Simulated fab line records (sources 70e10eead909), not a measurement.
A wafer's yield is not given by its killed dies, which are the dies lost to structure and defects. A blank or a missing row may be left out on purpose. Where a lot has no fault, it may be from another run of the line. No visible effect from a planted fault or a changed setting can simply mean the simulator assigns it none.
Which tool is to blame? ; flow nand harc ; 7 lots, 21 wafers sampled, at 4 steps of a route of 1302

== WHAT EACH GAUGE READ, for each wafer ==
NHARC_THIN_TSV_CD_MEAS_33: the cd target is 5000 nm.
lot;measured;on;cd nm (nm)
L297;day 25 11:34;cd sem-01;4998.8 5000.0 5001.1
L299;day 26 06:08;cd sem-02;4999.8 5002.2 5000.6
L302;day 27 13:34;cd sem-02;4999.9 5000.1 5000.9
L300;day 27 12:14;cd sem-01;5001.8 4999.2 5000.2
L305;day 29 15:23;cd sem-03;4999.1 4999.1 4999.4
L307;day 30 00:31;cd sem-02;4997.6 4999.6 4997.8
L315;day 33 12:05;cd sem-01;5000.0 4998.7 5000.1

== TOOL THAT RAN EACH LOT (tool first, then ch and the chambers of the sampled wafers, then the start) ==
lot;NHARC_A_WL_FILL_ETCHBACK_17;NHARC_THIN_TSV_CMP_21;NHARC_THIN_TSV_DEGAS_53
L297;rie metal-02 ch 0,1, day 22 11:27;cmp-03 ch 0,1,2, day 25 09:58;pvd sputter-03, day 25 10:25
L299;rie metal-01 ch 0,1, day 23 01:28;cmp-01 ch 0,1,3, day 26 04:35;pvd sputter-01, day 26 05:01
L302;rie metal-01 ch 0,1, day 24 11:25;cmp-03 ch 0,3, day 27 11:57;pvd sputter-02, day 27 12:27
L300;rie metal-02 ch 0,1, day 24 12:17;cmp-04 ch 0,3, day 27 10:38;pvd sputter-01, day 27 11:07
L305;rie metal-02 ch 0, day 26 09:04;cmp-01 ch 1,2,3, day 29 13:58;pvd sputter-02, day 29 14:22
L307;rie metal-02 ch 0,1, day 26 19:08;cmp-01 ch 1,2,3, day 29 22:55;pvd sputter-01, day 29 23:23
L315;rie metal-02 ch 0,1, day 30 07:31;cmp-04 ch 0,1, day 33 10:29;pvd sputter-02, day 33 10:57
- NHARC_A_WL_FILL_ETCHBACK_17: etches the open film in Cl2/BCl3, target depth 4 nm, time 26.7 s.
- NHARC_THIN_TSV_CMP_21: polishes, t overpolish 30 s, target thk 2000 nm.
- NHARC_THIN_TSV_DEGAS_53: time 60 s.

== THE ANSWER, worked out from the rows above alone ==
Rule: what is usual is taken from the lots themselves. Put in order of their means at a reading, lots are off if they are a third of the lots or fewer, leave a main group of 4 or more, and stand apart from it by a gap of 3 or more times the standard deviation of the main group's means; of several such gaps the widest counts. A main group whose means are all the same, to the digits that the tables above print for the reading, isn't used. A lot without any number at a reading at which 4 lots or more have one is off too. Any other lot the step has rows for is counted as sound.
None of the lots is off at any reading shown; this tells nothing.

== WHAT THE SIMULATOR PUT IN ==
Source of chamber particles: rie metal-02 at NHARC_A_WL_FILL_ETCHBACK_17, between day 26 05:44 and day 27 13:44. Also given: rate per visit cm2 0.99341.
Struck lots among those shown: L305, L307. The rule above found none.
